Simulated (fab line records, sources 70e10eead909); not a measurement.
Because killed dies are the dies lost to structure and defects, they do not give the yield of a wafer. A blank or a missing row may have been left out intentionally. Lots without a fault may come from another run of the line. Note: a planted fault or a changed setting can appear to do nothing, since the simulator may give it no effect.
fab line records	flow nand-harc	part 1 of 2: steps 1 to 24 of 30
record lots=5	wafers=15	last-day=31
route steps=1302 shown A_STAIRCASE@641
lots that met no fault: taken from a fault-free run of the same line
start-h: hours from the record's opening day to when the first of the lot's shown wafers began	wait-h: hours from the lot's prior step to this one	" as in the row above	L1.1+2: a row that stands for several wafers	- no value, or no start given	* or withheld: withheld	< > ~ a bound
route shown NAME@n: names a module that has steps shown in the file, with the first one's number in the route	usual: mean/standard deviation taken from wafers without a fault	same: alike in all rows	chamber/n: place in a boat	sites: the reading at each site	_std_site: the values' standard deviation	_edge_site: outer sites' mean less inner sites'	radius-mm: how far each site lies from the wafer's centre	mask NAME#n: copy n	behind: tool/chamber where the wafer was last shaped	hold: the reason the lot was held/the length of the hold in hours/how it ended	device: transistor that didn't switch, given as n, p or np	end of line: at the end of the route, the tests of the same wafers	a step given without rows: its recipe and nothing more	killed: dies lost to structure and defects at the first sort, not the wafer's yield	map: dies across one wafer; x = killed, . = not, _ = none there
set.NAME: the setting as run; set.NAME@STEP: as run at that earlier step	model.NAME: the simulator's own value behind a step, which no gauge read
lots seen at some steps along the route; tables by step, rows by wafer
services: the hour from which a tool's chamber was out of use, counted from the record's first day as start-h (under 0 if before that day), plus the number of hours and why
## steps
# step NHARC_A_STAIRCASE_HMDS_159
# recipe time-s=30
# usual chill-plate-temp-C=22.99/0.11
lot.wafer	tool	chamber	start-h	wait-h	chill-plate-temp-C
L075.2	litho-track-02	0	-	-	23.00
L075.5	"	0	"	"	23.00
L075.6	"	0	"	"	23.08
L082.1	litho-track-07	0	-	-	23.13
L082.4	"	0	"	"	23.00
L082.5	"	0	"	"	22.96
L078.2	litho-track-05	0	-	-	22.97
L078.4	"	0	"	"	23.07
L078.6	"	0	"	"	23.09
L088.1	litho-track-05	0	-	-	23.07
L088.2	"	0	"	"	23.04
L088.6	"	0	"	"	23.05
L092.2	litho-track-02	0	-	-	23.03
L092.3	"	0	"	"	22.98
L092.4	"	0	"	"	23.09
# step NHARC_A_STAIRCASE_COAT_160
# recipe spin-rpm=1200
# usual chill-plate-temp-C=23.00/0.13
lot.wafer	tool	chamber	start-h	wait-h	chill-plate-temp-C
L075.2	litho-track-02	0	-	-	22.85
L075.5	"	0	"	"	22.96
L075.6	"	0	"	"	22.69
L082.1	litho-track-07	0	-	-	22.73
L082.4	"	0	"	"	22.89
L082.5	"	0	"	"	22.95
L078.2	litho-track-05	0	-	-	23.04
L078.4	"	0	"	"	23.06
L078.6	"	0	"	"	23.06
L088.1	litho-track-05	0	-	-	22.92
L088.2	"	0	"	"	22.78
L088.6	"	0	"	"	22.96
L092.2	litho-track-02	0	-	-	22.90
L092.3	"	0	"	"	23.07
L092.4	"	0	"	"	23.05
# step NHARC_A_STAIRCASE_SOFTBAKE_161
# recipe temp-c=135	time-s=170
# usual chill-plate-temp-C=23.00/0.096
lot.wafer	tool	chamber	start-h	wait-h	chill-plate-temp-C
L075.2	litho-track-02	0	-	-	22.97
L075.5	"	0	"	"	22.95
L075.6	"	0	"	"	22.86
L082.1	litho-track-07	0	-	-	23.12
L082.4	"	0	"	"	22.97
L082.5	"	0	"	"	23.09
L078.2	litho-track-05	0	-	-	22.98
L078.4	"	0	"	"	22.82
L078.6	"	0	"	"	22.82
L088.1	litho-track-05	0	-	-	23.04
L088.2	"	0	"	"	22.98
L088.6	"	0	"	"	23.23
L092.2	litho-track-02	0	-	-	22.95
L092.3	"	0	"	"	23.18
L092.4	"	0	"	"	22.91
# step NHARC_A_STAIRCASE_EBR_162
# usual chill-plate-temp-C=23.01/0.11
lot.wafer	tool	chamber	start-h	wait-h	chill-plate-temp-C
L075.2	litho-track-02	0	-	-	23.10
L075.5	"	0	"	"	23.00
L075.6	"	0	"	"	23.20
L082.1	litho-track-07	0	-	-	22.92
L082.4	"	0	"	"	22.91
L082.5	"	0	"	"	22.95
L078.2	litho-track-05	0	-	-	22.79
L078.4	"	0	"	"	23.06
L078.6	"	0	"	"	22.99
L088.1	litho-track-05	0	-	-	23.12
L088.2	"	0	"	"	22.95
L088.6	"	0	"	"	22.93
L092.2	litho-track-02	0	-	-	23.09
L092.3	"	0	"	"	22.90
L092.4	"	0	"	"	22.93
# step NHARC_A_STAIRCASE_EXPOSE_163
# recipe na=0.5	dose-mj=20.01	mask-id=STAIR_OPEN
lot.wafer	tool	chamber	start-h	wait-h	mask
L075.2+5+6	krf-scanner-03	0	367.73	-	STAIR_OPEN#0
L082.1+4+5	krf-scanner-01	0	449.09	-	STAIR_OPEN#0
L078.2+4+6	krf-scanner-03	0	453.04	-	STAIR_OPEN#0
L088.1+2+6	krf-scanner-01	0	492.38	-	STAIR_OPEN#0
L092.2+3+4	krf-scanner-04	0	531.98	-	STAIR_OPEN#0
# step NHARC_A_STAIRCASE_PEB_164
# recipe peb-temp-c=115	peb-time-s=130
# usual chill-plate-temp-C=22.99/0.1
lot.wafer	tool	chamber	start-h	wait-h	chill-plate-temp-C
L075.2	litho-track-07	0	367.79	0.1	22.89
L075.5	"	0	"	"	22.99
L075.6	"	0	"	"	23.16
L082.1	litho-track-02	0	449.16	0.1	22.98
L082.4	"	0	"	"	23.01
L082.5	"	0	"	"	22.92
L078.2	litho-track-02	0	453.10	0.1	22.98
L078.4	"	0	"	"	23.02
L078.6	"	0	"	"	23.05
L088.1	litho-track-05	0	492.45	0.1	23.03
L088.2	"	0	"	"	23.11
L088.6	"	0	"	"	23.06
L092.2	litho-track-05	0	532.05	0.1	22.85
L092.3	"	0	"	"	22.92
L092.4	"	0	"	"	22.98
# step NHARC_A_STAIRCASE_DEVELOP_165
# recipe time-s=140
# usual chill-plate-temp-C=23.01/0.1
lot.wafer	tool	chamber	start-h	wait-h	chill-plate-temp-C
L075.2	litho-track-07	0	-	-	22.92
L075.5	"	0	"	"	22.81
L075.6	"	0	"	"	22.88
L082.1	litho-track-02	0	-	-	23.07
L082.4	"	0	"	"	23.15
L082.5	"	0	"	"	23.20
L078.2	litho-track-02	0	-	-	23.00
L078.4	"	0	"	"	23.08
L078.6	"	0	"	"	22.98
L088.1	litho-track-05	0	-	-	22.86
L088.2	"	0	"	"	22.98
L088.6	"	0	"	"	22.95
L092.2	litho-track-05	0	-	-	22.98
L092.3	"	0	"	"	22.92
L092.4	"	0	"	"	23.05
# step NHARC_A_STAIRCASE_HARDBAKE_167
# recipe temp-c=120	time-s=140
# usual chill-plate-temp-C=22.99/0.11
lot.wafer	tool	chamber	start-h	wait-h	chill-plate-temp-C
L075.2	litho-track-02	0	368.02	-	22.91
L075.5	"	0	"	"	22.95
L075.6	"	0	"	"	22.70
L082.1	litho-track-07	0	449.38	-	22.85
L082.4	"	0	"	"	22.99
L082.5	"	0	"	"	22.90
L078.2	litho-track-05	0	453.32	-	23.08
L078.4	"	0	"	"	22.96
L078.6	"	0	"	"	23.05
L088.1	litho-track-05	0	492.66	-	23.12
L088.2	"	0	"	"	23.13
L088.6	"	0	"	"	22.96
L092.2	litho-track-02	0	532.27	-	23.01
L092.3	"	0	"	"	22.98
L092.4	"	0	"	"	22.72
# step NHARC_A_STAIRCASE_DESCUM_168
# recipe time-s=3	o2-flow-sccm=200	ar-flow-sccm=0	bias-power-w=0	chemistry=O2
# usual drypump-motor-current-A=5.8/0.61	oes-product-au=1.003/0.0091	rf-vpp-V=57.6/0.89	showerhead-plenum-p-Torr=1.88/0.073	throttle-valve-pct=11.311/0.0087
lot.wafer	tool	chamber	start-h	wait-h	drypump-motor-current-A	oes-product-au	rf-hours-counter-h	rf-vpp-V	showerhead-plenum-p-Torr	throttle-valve-pct
L075.2	rie-diel-01	1	368.25	-	6.4	1.023	45	57.4	1.82	11.299
L075.6	"	0	"	"	6.7	1.018	-	57.8	1.98	11.318
L075.5	"	1	"	"	6.4	1.006	-	57.1	1.82	11.296
L082.1	rie-diel-01	1	449.47	-	6.4	1.007	15	57.1	1.82	11.305
L082.4	"	0	"	"	6.7	1.002	18	58.0	1.98	11.314
L082.5	"	1	"	"	6.3	0.995	-	56.3	1.82	11.317
L078.2	rie-diel-10	3	453.42	-	5.4	0.999	6	59.1	2.02	11.315
L078.4	"	1	"	"	5.8	1.000	8	58.4	1.79	11.305
L078.6	"	2	"	"	5.0	1.023	-	57.5	1.82	11.311
L088.1	rie-diel-10	0	492.91	-	5.3	1.005	18	57.7	1.85	11.309
L088.2	"	2	"	"	5.1	1.011	17	55.7	1.82	11.318
L088.6	"	1	"	"	5.8	1.000	-	55.1	1.79	11.326
L092.3	rie-diel-01	0	532.35	-	6.7	1.000	48	58.5	1.97	11.326
L092.2	"	1	"	"	6.3	1.010	51	56.7	1.80	11.320
L092.4	"	3	"	"	6.2	1.003	46	57.7	1.87	11.295
# step NHARC_A_STAIRCASE_ETCH_169
# recipe target-depth-a=500	time-s=107.1	ion-energy-ev=120	ch3f-flow-sccm=50	o2-flow-sccm=30	ar-flow-sccm=200	rf-w=500	bias-w=100	chemistry=CH3F/O2
# usual bias-w=100.0/0.34	drypump-motor-current-A=5.8/0.61	oes-product-au=0.956/0.017	rf-vpp-V=243.6/1.5	showerhead-plenum-p-Torr=2.41/0.086	throttle-valve-pct=20.663/0.0085
lot.wafer	tool	chamber	start-h	wait-h	bias-w	drypump-motor-current-A	oes-product-au	rf-hours-counter-h	rf-vpp-V	showerhead-plenum-p-Torr	throttle-valve-pct
L075.2	rie-diel-01	1	368.58	0.3	100.2	6.4	0.946	46	244.3	2.35	20.669
L075.5	"	2	"	"	100.4	4.8	0.937	-	244.4	2.43	20.669
L075.6	"	3	"	"	99.8	6.2	0.946	-	242.8	2.43	20.673
L082.4	rie-diel-01	2	449.56	0.1	100.0	4.7	0.969	14	244.1	2.42	20.662
L082.1	"	3	"	"	99.3	6.2	0.965	17	243.3	2.42	20.669
L082.5	"	2	"	"	99.8	4.8	0.971	-	243.1	2.42	20.667
L078.2	rie-diel-10	0	453.49	0.1	99.8	5.4	0.948	8	242.4	2.38	20.669
L078.4	"	1	"	"	99.8	5.8	0.933	8	242.4	2.30	20.669
L078.6	"	0	"	"	99.5	5.3	0.948	-	244.4	2.38	20.670
L088.1	rie-diel-10	0	493.13	0.2	99.9	5.3	0.940	18	243.5	2.38	20.665
L088.2	"	2	"	"	100.0	5.1	0.959	18	241.3	2.34	20.662
L088.6	"	1	"	"	100.0	5.8	0.933	-	241.4	2.30	20.670
L092.3	rie-diel-01	1	532.44	0.1	100.5	6.4	0.963	51	241.9	2.32	20.664
L092.4	"	2	"	"	99.6	4.8	0.991	47	244.6	2.41	20.661
L092.2	"	0	"	"	100.0	6.7	0.958	48	246.7	2.52	20.660
# step NHARC_A_STAIRCASE_ETCH_170
# recipe target-depth-a=2000	time-s=66.667	ion-energy-ev=250	c4f6-flow-sccm=25	o2-flow-sccm=20	ar-flow-sccm=500	rf-w=600	bias-w=500	chemistry=C4F6/O2
# usual bias-w=499.9/1.4	drypump-motor-current-A=5.8/0.6	oes-product-au=0.977/0.014	rf-vpp-V=545.3/2.9	showerhead-plenum-p-Torr=3.85/0.14	throttle-valve-pct=26.902/0.0094
lot.wafer	tool	chamber	start-h	wait-h	bias-w	drypump-motor-current-A	oes-product-au	rf-hours-counter-h	rf-vpp-V	showerhead-plenum-p-Torr	throttle-valve-pct
L075.2	rie-diel-01	3	-	-	501.0	6.2	1.003	58	545.3	3.88	26.892
L075.5	"	0	"	"	498.6	6.7	0.989	-	550.9	4.05	26.903
L075.6	"	1	"	"	499.1	6.4	0.977	-	542.4	3.75	26.920
L082.1	rie-diel-01	3	-	-	498.1	6.2	0.976	17	545.4	3.86	26.919
L082.4	"	1	"	"	498.7	6.3	0.966	15	542.8	3.74	26.888
L082.5	"	0	"	"	501.1	6.8	0.985	-	547.9	4.04	26.894
L078.4	rie-diel-10	3	-	-	499.7	5.4	0.966	6	550.3	4.12	26.909
L078.2	"	0	"	"	501.3	5.4	0.957	8	544.3	3.81	26.895
L078.6	"	3	"	"	501.2	5.4	0.956	-	551.9	4.12	26.906
L088.1	rie-diel-10	2	-	-	498.9	5.1	0.995	18	543.6	3.74	26.904
L088.2	"	0	"	"	498.7	5.3	0.981	19	544.8	3.80	26.915
L088.6	"	2	"	"	498.9	5.1	0.999	-	542.9	3.74	26.899
L092.3	rie-diel-01	2	-	-	503.9	4.8	0.994	47	544.1	3.85	26.895
L092.4	"	3	"	"	502.2	6.2	0.979	46	546.5	3.85	26.887
L092.2	"	1	"	"	498.4	6.4	0.983	51	543.6	3.72	26.894
# step NHARC_A_STAIRCASE_STRIP_171
# recipe power-w=1500	temp-c=250	chemistry=O2
# usual drypump-motor-current-A=5.84/0.28	heater-power-w=343/24
lot.wafer	tool	chamber	start-h	wait-h	drypump-motor-current-A	heater-power-w	rf-hours-counter-h
L075.2	plasma-asher-01	1	369.55	-	6.25	362	3
L075.5	"	0	"	"	5.79	299	-
L075.6	"	1	"	"	6.24	366	-
L082.1	plasma-asher-02	0	449.78	-	5.65	358	1
L082.4	"	1	"	"	5.51	357	-
L082.5	"	1	"	"	5.50	354	-
L078.2	plasma-asher-01	0	453.77	-	5.79	314	18
L078.4	"	0	"	"	5.81	313	-
L078.6	"	1	"	"	6.27	358	-
L088.1	plasma-asher-02	1	493.50	-	5.50	343	13
L088.2	"	0	"	"	5.64	353	13
L088.6	"	0	"	"	5.65	352	-
L092.2	plasma-asher-01	1	532.72	-	6.28	368	1
L092.4	"	0	"	"	5.80	312	-
L092.3	"	1	"	"	6.25	386	-
# step NHARC_A_STAIRCASE_STRIP_172
# recipe time-s=900	temp-c=130	chemistry=SPM
lot.wafer	tool	chamber	start-h	wait-h
L075.2+5+6	wet-bench-01	5,6,1	369.84	0.3
L082.4+1+5	wet-bench-04	2,4,6	450.13	0.2
L078.4+6+2	wet-bench-04	4,5,6	454.07	0.2
L088.6+2+1	wet-bench-09	4,5,6	493.86	0.1
L092.3+2+4	wet-bench-01	0,4,5	533.02	0.2
# step NHARC_A_STAIRCASE_PRECLEAN_173
# recipe time-s=*	temp-c=50	bath-age-min=0	chemistry=SC1
# usual sc1-h2o2-end-mol-l=0.3698/0.00068
lot.wafer	tool	chamber	start-h	wait-h	sc1-h2o2-end-mol-l
L075.2	wet-bench-01	5	-	-	0.3701
L075.5	"	6	"	"	0.3704
L075.6	"	1	"	"	0.3702
L082.4	wet-bench-04	2	-	-	0.3701
L082.1	"	4	"	"	0.3690
L082.5	"	6	"	"	0.3693
L078.4	wet-bench-04	4	-	-	0.3692
L078.6	"	5	"	"	0.3692
L078.2	"	6	"	"	0.3696
L088.6	wet-bench-09	4	-	-	0.3696
L088.2	"	5	"	"	0.3703
L088.1	"	6	"	"	0.3698
L092.3	wet-bench-01	0	-	-	0.3696
L092.2	"	4	"	"	0.3697
L092.4	"	5	"	"	0.3686
# step NHARC_A_STAIRCASE_SRD_174
lot.wafer	tool	chamber	start-h	wait-h
L075.2+5+6	wet-bench-01	5,6,1	-	-
L082.4+1+5	wet-bench-04	2,4,6	-	-
L078.4+6+2	wet-bench-04	4,5,6	-	-
L088.6+2+1	wet-bench-09	4,5,6	-	-
L092.3+2+4	wet-bench-01	0,4,5	-	-
# step NHARC_A_STAIRCASE_DEHYDRATE_01
# recipe temp-c=150	time-s=120
# usual chill-plate-temp-C=22.99/0.12
lot.wafer	tool	chamber	start-h	wait-h	chill-plate-temp-C
L075.2	litho-track-07	0	370.39	-	23.10
L075.5	"	0	"	"	22.92
L075.6	"	0	"	"	23.03
L082.1	litho-track-02	0	450.59	-	22.73
L082.4	"	0	"	"	22.84
L082.5	"	0	"	"	22.87
L078.2	litho-track-05	0	454.54	-	22.94
L078.4	"	0	"	"	23.16
L078.6	"	0	"	"	23.00
L088.1	litho-track-05	0	494.31	-	23.30
L088.2	"	0	"	"	22.98
L088.6	"	0	"	"	22.97
L092.2	litho-track-05	0	533.47	-	22.97
L092.3	"	0	"	"	22.98
L092.4	"	0	"	"	22.87
# step NHARC_A_STAIRCASE_HMDS_02
# recipe time-s=30
# usual chill-plate-temp-C=23.01/0.12
lot.wafer	tool	chamber	start-h	wait-h	chill-plate-temp-C
L075.2	litho-track-07	0	-	-	23.11
L075.5	"	0	"	"	22.98
L075.6	"	0	"	"	23.24
L082.1	litho-track-02	0	-	-	23.04
L082.4	"	0	"	"	23.02
L082.5	"	0	"	"	23.08
L078.2	litho-track-05	0	-	-	23.02
L078.4	"	0	"	"	23.05
L078.6	"	0	"	"	22.92
L088.1	litho-track-05	0	-	-	23.03
L088.2	"	0	"	"	22.93
L088.6	"	0	"	"	22.91
L092.2	litho-track-05	0	-	-	23.07
L092.3	"	0	"	"	23.14
L092.4	"	0	"	"	23.19
# step NHARC_A_STAIRCASE_COAT_03
# recipe spin-rpm=1200
# usual chill-plate-temp-C=23.01/0.1
lot.wafer	tool	chamber	start-h	wait-h	chill-plate-temp-C
L075.2	litho-track-07	0	-	-	23.06
L075.5	"	0	"	"	22.95
L075.6	"	0	"	"	22.96
L082.1	litho-track-02	0	-	-	22.97
L082.4	"	0	"	"	23.11
L082.5	"	0	"	"	23.15
L078.2	litho-track-05	0	-	-	23.02
L078.4	"	0	"	"	23.10
L078.6	"	0	"	"	23.35
L088.1	litho-track-05	0	-	-	22.99
L088.2	"	0	"	"	22.81
L088.6	"	0	"	"	22.88
L092.2	litho-track-05	0	-	-	22.94
L092.3	"	0	"	"	22.97
L092.4	"	0	"	"	22.95
# step NHARC_A_STAIRCASE_SOFTBAKE_04
# recipe temp-c=135	time-s=170
# usual chill-plate-temp-C=22.99/0.098
lot.wafer	tool	chamber	start-h	wait-h	chill-plate-temp-C
L075.2	litho-track-07	0	-	-	22.93
L075.5	"	0	"	"	22.95
L075.6	"	0	"	"	22.88
L082.1	litho-track-02	0	-	-	22.87
L082.4	"	0	"	"	22.90
L082.5	"	0	"	"	22.88
L078.2	litho-track-05	0	-	-	22.97
L078.4	"	0	"	"	22.87
L078.6	"	0	"	"	22.97
L088.1	litho-track-05	0	-	-	23.23
L088.2	"	0	"	"	23.09
L088.6	"	0	"	"	23.16
L092.2	litho-track-05	0	-	-	23.01
L092.3	"	0	"	"	22.90
L092.4	"	0	"	"	22.85
# step NHARC_A_STAIRCASE_EBR_05
# usual chill-plate-temp-C=22.99/0.1
lot.wafer	tool	chamber	start-h	wait-h	chill-plate-temp-C
L075.2	litho-track-07	0	-	-	23.08
L075.5	"	0	"	"	22.92
L075.6	"	0	"	"	23.02
L082.1	litho-track-02	0	-	-	23.39
L082.4	"	0	"	"	23.02
L082.5	"	0	"	"	23.12
L078.2	litho-track-05	0	-	-	23.11
L078.4	"	0	"	"	23.12
L078.6	"	0	"	"	22.95
L088.1	litho-track-05	0	-	-	23.13
L088.2	"	0	"	"	22.94
L088.6	"	0	"	"	23.12
L092.2	litho-track-05	0	-	-	22.84
L092.3	"	0	"	"	23.04
L092.4	"	0	"	"	22.99
# step NHARC_A_STAIRCASE_EXPOSE_06
# recipe na=0.5	dose-mj=25.43	mask-id=STAIR
lot.wafer	tool	chamber	start-h	wait-h	mask
L075.2+5+6	krf-scanner-03	0	370.73	-	STAIR#0
L082.1+4+5	krf-scanner-01	0	450.92	-	STAIR#0
L078.2+4+6	krf-scanner-04	0	454.87	-	STAIR#0
L088.1+2+6	krf-scanner-01	0	494.51	-	STAIR#0
L092.2+3+4	krf-scanner-01	0	533.68	-	STAIR#0
# step NHARC_A_STAIRCASE_PEB_07
# recipe peb-temp-c=115	peb-time-s=130
# usual chill-plate-temp-C=23.00/0.12
lot.wafer	tool	chamber	start-h	wait-h	chill-plate-temp-C
L075.2	litho-track-02	0	370.79	0.1	22.97
L075.5	"	0	"	"	23.18
L075.6	"	0	"	"	22.94
L082.1	litho-track-07	0	450.99	0.1	23.12
L082.4	"	0	"	"	23.05
L082.5	"	0	"	"	23.16
L078.2	litho-track-02	0	454.93	0.1	23.10
L078.4	"	0	"	"	23.02
L078.6	"	0	"	"	23.09
L088.1	litho-track-02	0	494.58	0.1	23.09
L088.2	"	0	"	"	23.18
L088.6	"	0	"	"	23.05
L092.2	litho-track-07	0	533.75	0.1	22.99
L092.3	"	0	"	"	23.01
L092.4	"	0	"	"	22.96
# step NHARC_A_STAIRCASE_DEVELOP_08
# recipe time-s=140
# usual chill-plate-temp-C=22.98/0.11
lot.wafer	tool	chamber	start-h	wait-h	chill-plate-temp-C
L075.2	litho-track-02	0	-	-	23.11
L075.5	"	0	"	"	22.97
L075.6	"	0	"	"	23.04
L082.1	litho-track-07	0	-	-	22.92
L082.4	"	0	"	"	23.14
L082.5	"	0	"	"	22.94
L078.2	litho-track-02	0	-	-	23.06
L078.4	"	0	"	"	23.07
L078.6	"	0	"	"	23.14
L088.1	litho-track-02	0	-	-	23.04
L088.2	"	0	"	"	23.07
L088.6	"	0	"	"	22.85
L092.2	litho-track-07	0	-	-	23.09
L092.3	"	0	"	"	23.17
L092.4	"	0	"	"	23.10
# step NHARC_A_STAIRCASE_HARDBAKE_10
# recipe temp-c=120	time-s=140
# usual chill-plate-temp-C=23.01/0.1
lot.wafer	tool	chamber	start-h	wait-h	chill-plate-temp-C
L075.2	litho-track-07	0	371.01	-	23.25
L075.5	"	0	"	"	23.22
L075.6	"	0	"	"	23.01
L082.1	litho-track-07	0	451.22	-	23.05
L082.4	"	0	"	"	23.00
L082.5	"	0	"	"	23.02
L078.2	litho-track-07	0	455.16	-	22.89
L078.4	"	0	"	"	22.99
L078.6	"	0	"	"	22.89
L088.1	litho-track-02	0	494.79	-	23.13
L088.2	"	0	"	"	22.95
L088.6	"	0	"	"	23.01
L092.2	litho-track-07	0	533.97	-	23.06
L092.3	"	0	"	"	23.11
L092.4	"	0	"	"	23.29
